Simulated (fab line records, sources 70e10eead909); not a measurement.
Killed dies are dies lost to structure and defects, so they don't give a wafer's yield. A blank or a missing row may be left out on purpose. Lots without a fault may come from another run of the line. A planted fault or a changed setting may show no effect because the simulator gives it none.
fab line records | flow nand_harc
record lots=6 wafers=18 last_day=30
route steps=1302 shown P_M2@330 END@1302
lots that met no fault: from a run of the same line without faults
start_h: hours from the record's first day to the start of the lot's first wafer shown | wait_h: hours since the lot's step before | " the same as in the row above | L1.1+2: a row that stands for several wafers | - no value, or no start given | * or withheld: withheld | < > ~ a bound
route shown NAME@n: a module of which the file shows steps, and the number in the route of the first | usual: mean/standard deviation of fault-free wafers | same: alike in all rows | chamber/n: place in a boat | sites: the reading at each site | _std_site: their standard deviation | _edge_site: outer sites' mean less inner sites' | radius_mm: how far each site lies from the wafer's centre | mask NAME#n: copy n | behind: the tool/chamber that last shaped the wafer | hold: why the lot was held/for how many hours/how that ended | device: the transistor (n, p or np) that didn't switch | end of line: the same wafers' tests at the end of the route | a step without rows: its recipe alone | killed: dies lost to structure and defects at the first sort, not the wafer's yield | map: a wafer's dies, x killed, . not, _ none there
set.NAME: the setting as run; set.NAME@STEP: as run at that earlier step | model.NAME: the simulator's own value behind a step, which no gauge read
lots at some steps of the route; a table a step, a row a wafer
services: from which hour (start_h, from the record's first day; less than 0 if before it) a tool's chamber was out of use, for how many hours, and why
## steps
# step NHARC_P_M2_INSPECT_11
# usual raw_defect_count=5/3.1
# columns lot.wafer tool chamber start_h wait_h raw_defect_count
L716.1 defect_inspect-02 - 145.15 0.0 2
L716.4 " - " " 1
L716.6 " - " " 1
L718.1 defect_inspect-01 - 159.90 0.0 5
L718.3 " - " " 4
L718.5 " - " " 1
L721.3 defect_inspect-02 - 187.63 0.0 4
L721.5 " - " " 2
L721.6 " - " " 2
L726.1 defect_inspect-01 - 237.23 0.0 5
L726.2 " - " " 3
L726.6 " - " " 4
L731.2 defect_inspect-02 - 289.29 0.0 2
L731.4 " - " " 3
L731.5 " - " " 9
L733.1 defect_inspect-01 - 309.04 0.0 4
L733.2 " - " " 6
L733.5 " - " " 9
# step NHARC_P_M2_DESCUM_14
# recipe time_s=3 o2_flow_sccm=200 ar_flow_sccm=0 bias_power_w=0 chemistry=O2
# usual drypump_motor_current_A=5.7/0.57 mfc_ar_sccm=0.008/0.011 oes_product_au=1.000/0.011 rf_vpp_V=57.9/0.89 showerhead_plenum_p_Torr=1.95/0.092 throttle_valve_pct=11.313/0.0091
# same time_s=3
# columns lot.wafer tool chamber start_h wait_h drypump_motor_current_A mfc_ar_sccm oes_product_au rf_hours_counter_h rf_vpp_V showerhead_plenum_p_Torr throttle_valve_pct
L716.1 rie_diel-06 2 145.24 0.1 5.2 0.004 0.998 0.5 57.9 2.07 11.302
L716.4 " 3 " " 5.8 0 1.008 - 57.2 1.79 11.312
L716.6 " 2 " " 5.2 0.004 1.017 - 58.9 2.07 11.320
L718.1 rie_diel-07 0 159.96 0.1 6.3 0.000 1.020 2.0 56.7 1.86 11.310
L718.3 " 3 " " 6.6 0.026 0.993 1.3 56.0 1.88 11.308
L718.5 " 1 " " 4.9 0 0.983 - 57.4 2.03 11.300
L721.3 rie_diel-12 2 187.70 0.1 5.4 0.002 1.011 4.7 58.2 1.83 11.315
L721.5 " 0 " " 6.3 0.015 0.992 - 58.3 2.03 11.299
L721.6 " 1 " " 5.0 0 0.994 - 58.4 1.95 11.318
L726.1 rie_diel-06 0 237.30 0.1 5.8 0.037 0.982 4.6 59.3 1.96 11.316
L726.2 " 1 " " 5.1 0.007 0.994 3.7 57.4 2.05 11.316
L726.6 " 3 " " 5.9 0 1.000 - 57.2 1.79 11.330
L731.4 rie_diel-07 0 289.35 0.1 6.3 0.000 1.002 10.6 56.5 1.86 11.314
L731.2 " 3 " " 6.6 0.026 1.000 8.8 59.7 1.88 11.317
L731.5 " 0 " " 6.3 0.000 1.016 - 57.0 1.86 11.319
L733.2 rie_diel-12 1 309.10 0.1 5.0 0 0.990 1.2 59.0 1.95 11.317
L733.1 " 0 " " 6.4 0.015 0.997 1.2 58.5 2.03 11.328
L733.5 " 2 " " 5.4 0.002 1.003 - 57.5 1.83 11.317
# step NHARC_P_M2_ETCH_35
# recipe target_depth_a=400 overetch_a=120 time_s=43.94 ion_energy_ev=200 n2_flow_sccm=150 h2_flow_sccm=150 ar_flow_sccm=0 rf_w=400 bias_w=150 chemistry=N2/H2
# step NHARC_P_M2_ETCH_15
# recipe target_depth_a=1825 time_s=91.2 c4f8_flow_sccm=withheld ar_flow_sccm=400 rf_w=600 bias_w=300 chemistry=C4F8/Ar
# usual oes_product_au=0.933/0.018 rf_vpp_V=441.7/2.9
# same time_s=91.2
# columns lot.wafer tool chamber start_h wait_h oes_product_au rf_hours_counter_h rf_vpp_V
L716.1 rie_diel-06 3 - - 0.971 0.5 436.7
L716.4 " 3 " " 0.970 - 436.3
L716.6 " 0 " " 0.958 - 442.9
L718.1 rie_diel-07 0 - - 0.923 2.0 438.9
L718.3 " 2 " " 0.948 1.6 440.9
L718.5 " 1 " " 0.913 - 445.0
L721.3 rie_diel-12 0 - - 0.921 6.3 443.8
L721.6 " 1 " " 0.914 - 441.9
L721.5 " 2 " " 0.935 - 438.3
L726.2 rie_diel-06 2 - - 0.929 3.8 445.7
L726.1 " 0 " " 0.913 4.7 441.9
L726.6 " 2 " " 0.924 - 445.1
L731.2 rie_diel-07 3 - - 0.907 8.9 440.9
L731.4 " 0 " " 0.925 10.7 438.8
L731.5 " 1 " " 0.904 - 446.0
L733.2 rie_diel-12 1 - - 0.931 1.3 442.0
L733.1 " 3 " " 0.939 1.7 445.1
L733.5 " 2 " " 0.935 - 438.0
# step NHARC_P_M2_CD_MEAS_16
# usual cd_nm=170.3/0.78
# columns lot.wafer tool chamber start_h wait_h cd_nm
L716.1 cd_sem-02 - 145.56 - 170.4
L716.4 " - " " 169.4
L716.6 " - " " 170.4
L718.1 cd_sem-01 - 160.26 - 170.1
L718.3 " - " " 169.4
L718.5 " - " " 170.4
L721.3 cd_sem-03 - 187.99 - 171.4
L721.5 " - " " 170.5
L721.6 " - " " 169.7
L726.1 cd_sem-02 - 237.59 - 170.8
L726.2 " - " " 170.9
L726.6 " - " " 170.7
L731.2 cd_sem-03 - 289.66 - 170.7
L731.4 " - " " 170.2
L731.5 " - " " 171.4
L733.1 cd_sem-02 - 309.40 - 170.2
L733.2 " - " " 171.2
L733.5 " - " " 169.8
# step NHARC_P_M2_STRIP_18
# recipe power_w=1000 n2_flow_sccm=150 h2_flow_sccm=150 ar_flow_sccm=0 bias_w=0 chemistry=N2/H2
# usual drypump_motor_current_A=5.8/0.59 mfc_ar_sccm=0.008/0.011 n2_flow_sccm=150.0/0.46 oes_product_au=1.001/0.011 rf_vpp_V=90.8/1 showerhead_plenum_p_Torr=2.07/0.095 throttle_valve_pct=14.172/0.0086
# columns lot.wafer tool chamber start_h wait_h drypump_motor_current_A mfc_ar_sccm n2_flow_sccm oes_product_au rf_hours_counter_h rf_vpp_V showerhead_plenum_p_Torr throttle_valve_pct
L716.1 rie_diel-07 0 145.69 0.1 6.3 0.000 150.7 1.021 1.0 88.2 1.98 14.164
L716.4 " 1 " " 4.9 0 150.3 0.983 1.0 91.8 2.17 14.167
L716.6 " 2 " " 6.3 0 149.9 1.010 - 90.8 2.03 14.172
L718.1 rie_diel-07 0 160.39 0.1 6.3 0.000 150.8 1.013 2.1 90.0 1.98 14.174
L718.3 " 1 " " 4.9 0 149.9 0.986 1.6 91.5 2.17 14.161
L718.5 " 2 " " 6.2 0 148.9 1.017 - 91.3 2.03 14.157
L721.3 rie_diel-12 1 188.12 0.1 5.0 0 149.9 0.991 5.7 90.6 2.08 14.178
L721.6 " 3 " " 5.7 0.006 149.4 1.016 - 89.9 2.17 14.182
L721.5 " 0 " " 6.4 0.015 150.1 0.997 - 91.1 2.16 14.169
L726.1 rie_diel-07 3 237.67 0.1 6.6 0.026 150.7 0.977 5.4 90.3 2.00 14.174
L726.2 " 2 " " 6.2 0 149.6 1.013 5.4 90.0 2.03 14.160
L726.6 " 3 " " 6.5 0.026 150.1 0.991 - 89.5 2.00 14.165
L731.4 rie_diel-12 1 289.78 0.1 5.0 0 149.6 1.005 0.4 92.2 2.08 14.157
L731.2 " 2 " " 5.3 0.002 150.4 1.021 0.3 89.3 1.95 14.174
L731.5 " 3 " " 5.7 0.006 149.8 1.014 - 91.2 2.17 14.184
L733.2 rie_diel-07 3 309.53 0.1 6.6 0.026 150.2 0.983 0.0 89.3 2.00 14.179
L733.1 " 0 " " 6.3 0.000 150.5 1.006 0.0 90.9 1.98 14.167
L733.5 " 1 " " 4.9 0 149.1 1.000 - 91.8 2.16 14.171
# step NHARC_P_M2_ETCH_28
# recipe target_depth_a=300 over_etch_frac=0.3 time_s=72.99 ion_energy_ev=150 cf4_flow_sccm=50 n2_flow_sccm=100 ar_flow_sccm=150 rf_w=300 bias_w=100 chemistry=CF4/N2
# step NHARC_P_M2_STRIP_19
# recipe time_s=600 temp_c=30 chemistry=post_etch_residue_remover
# step NHARC_P_M2_DEGAS_29
# recipe temp_c=250 time_s=60
# step NHARC_P_M2_PRE_CLEAN_30
# recipe time_s=30 temp_c=280 gas=H2/He
# usual heater_power_w=415/41
# same time_s=30
# columns lot.wafer tool chamber start_h wait_h heater_power_w
L716.4 pvd_sputter-02 - - - 463
L716.1 " - " " 405
L716.6 " - " " 464
L718.1 pvd_sputter-02 - - - 395
L718.3 " - " " 399
L718.5 " - " " 389
L721.3 pvd_sputter-03 - - - 380
L721.5 " - " " 374
L721.6 " - " " 431
L726.1 pvd_sputter-01 - - - 355
L726.2 " - " " 407
L726.6 " - " " 403
L731.2 pvd_sputter-01 - - - 440
L731.4 " - " " 370
L731.5 " - " " 422
L733.1 pvd_sputter-02 - - - 436
L733.2 " - " " 409
L733.5 " - " " 440
# step NHARC_P_M2_PVD_20
# recipe target_thk_a=50 bias_v=168.6 power_w=15000 chamber_pressure_pa=0.12 time_s=8.06 substrate_temp_c=50 material=TaN
# step NHARC_P_M2_PVD_21
# recipe target_thk_a=300 chamber_pressure_pa=5 power_w=5000 substrate_temp_c=30 time_s=20.49 material=Cu
# usual throttle_valve_pct=29.6/1.1
# same time_s=20.49
# columns lot.wafer tool chamber start_h wait_h throttle_valve_pct
L716.1 pvd_sputter-02 - - - 31.3
L716.4 " - " " 28.0
L716.6 " - " " 31.2
L718.3 pvd_sputter-02 - - - 31.6
L718.1 " - " " 30.2
L718.5 " - " " 30.2
L721.3 pvd_sputter-03 - - - 29.2
L721.6 " - " " 27.8
L721.5 " - " " 29.2
L726.1 pvd_sputter-01 - - - 30.0
L726.2 " - " " 28.9
L726.6 " - " " 31.1
L731.2 pvd_sputter-01 - - - 29.2
L731.4 " - " " 29.8
L731.5 " - " " 30.0
L733.2 pvd_sputter-02 - - - 29.3
L733.1 " - " " 30.8
L733.5 " - " " 30.8
# step NHARC_P_M2_ECD_22
# recipe target_thk_a=4000 bath_temp_c=25 material=Cu
# columns lot.wafer tool chamber start_h wait_h
L716.1+4+6 ecd_cu-02 0 146.72 -
L718.1+3+5 ecd_cu-02 0,0,1 161.34 -
L721.3+5+6 ecd_cu-01 1,1,0 189.17 -
L726.1+2+6 ecd_cu-02 0,1,0 238.73 -
L731.2+4+5 ecd_cu-02 0,1,0 290.73 -
L733.1+2+5 ecd_cu-02 0,1,1 310.47 -
# step NHARC_P_M2_ANNEAL_31
# recipe temp_c=225 time_s=90
# step NHARC_P_M2_CMP_23
# recipe t_overpolish_s=20 target_thk_nm=144.3
# usual motor_current_A=11.9/1.1 time_to_endpoint_s=28.9/2.4
# columns lot.wafer tool chamber start_h wait_h motor_current_A time_to_endpoint_s
L716.4 cmp-01 0 147.39 - 13.8 30.6
L716.1 " 2 " " 11.8 27.0
L716.6 " 1 " " 12.7 31.0
L718.3 cmp-02 0 162.06 - 11.6 28.2
L718.1 " 1 " " 12.9 25.2
L718.5 " 1 " " 12.5 26.1
L721.3 cmp-01 0 189.84 - 13.8 26.2
L721.5 " 2 " " 11.7 22.4
L721.6 " 3 " " 10.4 25.1
L726.2 cmp-03 1 239.45 - 12.1 28.9
L726.1 " 0 " " 14.0 29.8
L726.6 " 1 " " 11.8 29.0
L731.4 cmp-01 3 291.44 - 10.7 26.0
L731.2 " 1 " " 11.5 10.1
L731.5 " 3 " " 10.6 7.6
L733.1 cmp-03 1 311.26 - 12.4 10.3
L733.2 " 2 " " 10.3 31.7
L733.5 " 3 " " 12.5 30.4
# step NHARC_P_M2_THK_MEAS_24
# recipe thk_meas_gauge=xrf
# usual thk_nm=144.3/1.3
# columns lot.wafer tool chamber start_h wait_h thk_nm
L716.1 film_metro-01 - 147.70 - 141.6
L716.4 " - " " 144.1
L716.6 " - " " 145.7
L718.1 film_metro-01 - 162.37 - 144.3
L718.3 " - " " 143.7
L718.5 " - " " 146.0
L721.3 film_metro-01 - 190.10 - 143.5
L721.5 " - " " 141.7
L721.6 " - " " 141.7
L726.1 film_metro-01 - 239.77 - 145.9
L726.2 " - " " 145.2
L726.6 " - " " 144.9
L731.2 film_metro-01 - 291.76 - 111.1
L731.4 " - " " 144.9
L731.5 " - " " 106.2
L733.1 film_metro-01 - 311.52 - 119.4
L733.2 " - " " 145.0
L733.5 " - " " 145.2
# step NHARC_P_M2_SRD_25
# step NHARC_END_SORT_01
# recipe temp_c=25
# usual defect_limited_yield=93.3/1.5 killed_at_array=41/10 killed_at_other=0.8/0.91 killed_at_periphery=4.2/2.9 killed_dies=46/10 killed_open=3.5/2.1 killed_short=2.5/1.6 sort_bin_2_pct=2.4/0.71 sort_bin_3_pct=0.6/0.33 sort_bin_4_pct=3.8/0.93 sort_n_pass=631/10 sort_rim_yield_pct=86/4.5 sort_yield_pct=93.3/1.5
# same gross_dies=677 sort_bin_5_pct[%]=0 sort_bin_6_pct[%]=0 sort_bin_7_pct[%]=0 sort_bin_8_pct[%]=0 sort_rim_n_gross=106.00
# columns lot.wafer tool chamber start_h wait_h defect_limited_yield[%] killed_at_array killed_at_other killed_at_periphery killed_dies killed_open killed_short sort_bin_2_pct[%] sort_bin_3_pct[%] sort_bin_4_pct[%] sort_n_pass sort_rim_yield_pct[%] sort_yield_pct[%]
L721.3 prober-01 0 602.12 3.1 96.9 18 1 2 21 1 3 1.2 0.3 1.6 656 95 96.9
L721.5 prober-01 0 603.72 3.7 96.2 24 0 2 26 3 3 0.9 0.4 2.5 651 92 96.2
L721.6 prober-01 0 604.52 4.0 95.3 31 0 1 32 5 1 2.4 0.3 2.1 645 91 95.3
L726.1 prober-01 0 672.79 2.5 94.2 33 1 5 39 4 4 1.9 0.4 3.4 638 87 94.2
L726.2 prober-01 0 673.59 2.8 94.5 32 0 5 37 2 1 2.5 0.7 2.2 640 90 94.5
L726.6 prober-01 0 676.78 4.0 92.6 43 1 6 50 9 2 3.2 0.3 3.8 627 85 92.6
L733.1 prober-01 0 728.36 2.5 0.1 44 0 632 676 3 7 95.9 0 4.0 1 0 0.1
L731.2 prober-02 0 729.22 2.8 0 64 1 612 677 4 5 93.6 0.6 5.8 0 0 0
L731.5 prober-02 0 731.67 3.8 0 49 1 627 677 4 4 95.0 1.0 4.0 0 0 0
# killed by level:class
L721.3 A_CONTACT:chamber_film_flake=7 A_CHANNEL_HOLE_D2:chamber_film_flake=4 A_BONDPAD:chamber_film_flake=3 A_STAIRCASE:chamber_film_flake=2 P_STI:geometric_particle:short=1 A_CHANNEL_FILL_D1:geometric_particle:open=1 A_WL_FILL:geometric_particle:short=1 STARTING-WAFER:geometric_particle:short=1
L721.5 A_CHANNEL_HOLE_D2:chamber_film_flake=7 A_CONTACT:chamber_film_flake=6 A_BONDPAD:chamber_film_flake=3 A_STAIRCASE:chamber_film_flake=2 P_M0:geometric_particle:open=1 A_CHANNEL_FILL_D1:geometric_particle:open=1 A_DECK1_JOINT:geometric_particle:short=1 A_ONON_D2:geometric_particle:open=1
L721.6 A_CONTACT:chamber_film_flake=6 A_STAIRCASE:chamber_film_flake=5 A_CHANNEL_HOLE_D1:chamber_film_flake=4 A_CHANNEL_HOLE_D2:chamber_film_flake=4 A_BONDPAD:chamber_film_flake=4 A_WL_FILL:geometric_particle:open=2 A_SGD_CUT:chamber_film_flake=2 P_M0:geometric_particle:open=1
L726.1 A_SLIT:chamber_film_flake=13 A_DECK1_JOINT:chamber_film_flake=3 A_CHANNEL_HOLE_D2:chamber_film_flake=3 A_WL_FILL:chamber_film_flake=3 P_BONDPAD:chamber_film_flake=2 A_CONTACT:chamber_film_flake=2 P_CONTACT:geometric_particle:open=1 P_M1:geometric_particle:short=1
L726.2 A_SLIT:chamber_film_flake=15 A_CHANNEL_HOLE_D2:chamber_film_flake=6 P_BONDPAD:chamber_film_flake=5 A_WL_FILL:chamber_film_flake=2 A_CONTACT:chamber_film_flake=2 A_WL_FILL:geometric_particle:short=1 A_CONTACT:geometric_particle:open=1 A_BLC:geometric_particle:open=1
L726.6 A_SLIT:chamber_film_flake=16 A_CHANNEL_HOLE_D2:chamber_film_flake=9 P_BONDPAD:chamber_film_flake=3 A_CHANNEL_FILL_D1:geometric_particle:open=2 A_M0:geometric_particle:open=2 A_CHANNEL_HOLE_D1:chamber_film_flake=2 A_CHANNEL_FILL_D1:chamber_film_flake=2 A_WL_FILL:chamber_film_flake=2
L733.1 P_M2:area_ecd=627 A_CHANNEL_HOLE_D1:chamber_film_flake=14 A_SLIT:chamber_film_flake=10 A_CONTACT:chamber_film_flake=5 A_CHANNEL_FILL_D2:geometric_particle:short=3 P_ZERO_WELL:chamber_film_flake=3 A_CHANNEL_HOLE_D2:chamber_film_flake=3 P_M2:chamber_film_flake=2
L731.2 P_M2:area_ecd=610 A_CHANNEL_HOLE_D1:chamber_film_flake=18 A_SLIT:chamber_film_flake=12 A_CHANNEL_HOLE_D2:chamber_film_flake=10 A_CONTACT:chamber_film_flake=7 A_STAIRCASE:chamber_film_flake=5 A_SOURCE_PLATE:geometric_particle:short=2 A_BONDPAD:chamber_film_flake=2
L731.5 P_M2:area_ecd=624 A_CHANNEL_HOLE_D1:chamber_film_flake=16 A_SLIT:chamber_film_flake=15 A_CHANNEL_HOLE_D2:chamber_film_flake=3 A_CHANNEL_FILL_D1:geometric_particle:short=2 P_GATE:chamber_film_flake=2 A_CONTACT:chamber_film_flake=2 A_BONDPAD:chamber_film_flake=2
# map L731.2 (x killed, . not)
____________x____________
_________xxxxxxx_________
_______xxxxxxxxxxx_______
______xxxxxxxxxxxxx______
_____xxxxxxxxxxxxxxx_____
____xxxxxxxxxxxxxxxxx____
____xxxxxxxxxxxxxxxxx____
___xxxxxxxxxxxxxxxxxxx___
___xxxxxxxxxxxxxxxxxxx___
__xxxxxxxxxxxxxxxxxxxxx__
__xxxxxxxxxxxxxxxxxxxxx__
_xxxxxxxxxxxxxxxxxxxxxxx_
_xxxxxxxxxxxxxxxxxxxxxxx_
_xxxxxxxxxxxxxxxxxxxxxxx_
_xxxxxxxxxxxxxxxxxxxxxxx_
_xxxxxxxxxxxxxxxxxxxxxxx_
xxxxxxxxxxxxxxxxxxxxxxxxx
xxxxxxxxxxxxxxxxxxxxxxxxx
xxxxxxxxxxxxxxxxxxxxxxxxx
xxxxxxxxxxxxxxxxxxxxxxxxx
xxxxxxxxxxxxxxxxxxxxxxxxx
_xxxxxxxxxxxxxxxxxxxxxxx_
_xxxxxxxxxxxxxxxxxxxxxxx_
_xxxxxxxxxxxxxxxxxxxxxxx_
_xxxxxxxxxxxxxxxxxxxxxxx_
_xxxxxxxxxxxxxxxxxxxxxxx_
__xxxxxxxxxxxxxxxxxxxxx__
__xxxxxxxxxxxxxxxxxxxxx__
___xxxxxxxxxxxxxxxxxxx___
___xxxxxxxxxxxxxxxxxxx___
____xxxxxxxxxxxxxxxxx____
____xxxxxxxxxxxxxxxxx____
_____xxxxxxxxxxxxxxx_____
______xxxxxxxxxxxxx______
_______xxxxxxxxxxx_______
_________xxxxxxx_________
____________x____________
# map L733.1 (x killed, . not)
____________x____________
_________xxxxxxx_________
_______xxxxxxxxxxx_______
______xxxxxxxxxxxxx______
_____xxxxxxxxxxxxxxx_____
____xxxxxxxxxxxxxxxxx____
____xxxxxxxxxxxxxxxxx____
___xxxxxxxxxxxxxxxxxxx___
___xxxxxxxxxxxxxxxxxxx___
__xxxxxxxxxxxxxxxxxxxxx__
__xxxxxxxxxxxxxxxxxxxxx__
_xxxxxxxxxxxxxxxxxxxxxxx_
_xxxxxxxxxxxxxxxxxxxxxxx_
_xxxxxxxxxxxxxxxxxxxxxxx_
_xxxxxxxxxxxxxxxxxxxxxxx_
_xxxxxxxxxxxxxxxxxxxxxxx_
xxxxxxxxxxxxxxxxxxxxxxxxx
xxxxxxxxxxxxxxxxxxxxxxxxx
xxxxxxxxxxxxxxxxxxxxxxxxx
xxxxxxxxxxxxxxxxxxxxxxxxx
xxxxxxxxxxxxxxxxxxxxxxxxx
_xxxxxxxxxxxxxxxxxxxxxxx_
_xxxxxxxxxxxxxxxxxxxxxxx_
_xxxxxxxxxxxxxxxxxxxxxxx_
_xxxxxxxxxxxxxxxxxxxxxxx_
_xxxxxxxxxxxxxxxxxxxxxxx_
__xxxxxxxxxxxxxxxxxxxxx__
__xxxxxxxxxxxxxxxxxxxxx__
___xxxxxxxxxxxxxxxxxxx___
___xxxxxxxxxxxxxxxxxxx___
____xxxxxxxxxxxxxxxxx____
____xxxxxxxxxxxxxxxxx____
_____xxxxxxx.xxxxxxx_____
______xxxxxxxxxxxxx______
_______xxxxxxxxxxx_______
_________xxxxxxx_________
____________x____________
## services
# columns tool chamber start_h hours kind
rie_diel-07 1 122.16 7.7 repair
ecd_cu-02 - 129.62 1.1 repair
rie_diel-07 3 130.02 8.9 repair
rie_diel-06 - 130.20 9.0 pm
rie_diel-12 3 137.92 6.4 repair
ecd_cu-02 - 156.15 2.3 repair
rie_diel-06 2 170.13 5.6 repair
rie_diel-06 1 171.44 4.3 repair
rie_diel-12 3 180.21 3.2 repair
rie_diel-07 - 184.74 0.2 repair
rie_diel-06 3 186.67 2.1 repair
rie_diel-07 1 195.37 10.8 repair
rie_diel-06 0 212.90 11.7 repair
rie_diel-07 - 219.17 0.3 repair
pvd_sputter-01 - 226.05 10.0 pm
rie_diel-07 1 234.92 8.7 repair
ecd_cu-02 - 244.25 8.0 pm
rie_diel-12 3 248.83 7.0 repair
pvd_sputter-02 - 249.50 0.5 repair
ecd_cu-02 - 263.24 1.3 repair
ecd_cu-02 - 266.63 0.9 repair
rie_diel-12 - 268.68 9.0 pm
pvd_sputter-02 - 282.01 10.0 pm
rie_diel-07 - 294.20 9.0 pm
## key
first_sign step=NHARC_P_M2_CMP_23 reading=time_to_endpoint_s direction=down sigmas=8.2 usual=* struck=*
effect step=NHARC_P_M2_THK_MEAS_24 reading=thk_nm direction=down sigmas=25 usual=144.3 struck=112.2
effect step=NHARC_END_SORT_01 reading=killed_at_periphery direction=up sigmas=99+ usual=4.2 struck=623.7
more_kills_born_at NHARC_P_M2_ECD_22@ecd_cu-02=1861
met_at NHARC_P_M2_ECD_22
struck_wafers L731.2,L731.5,L733.1
later_rows_left_out L731.2,L731.5,L733.1
onset_between 238.73 290.73
fault kind=process_parameter_drift tool=ecd_cu-02 chamber=0 onset_h=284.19 steps=NHARC_P_M2_ECD_22 channel=target_thk_a offset=* shape=step end_h=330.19 acts_in=* stated=*
# later_rows_left_out: the simulator's readings of these wafers behind a module that went badly wrong aren't trusted and aren't shown, but for the sort
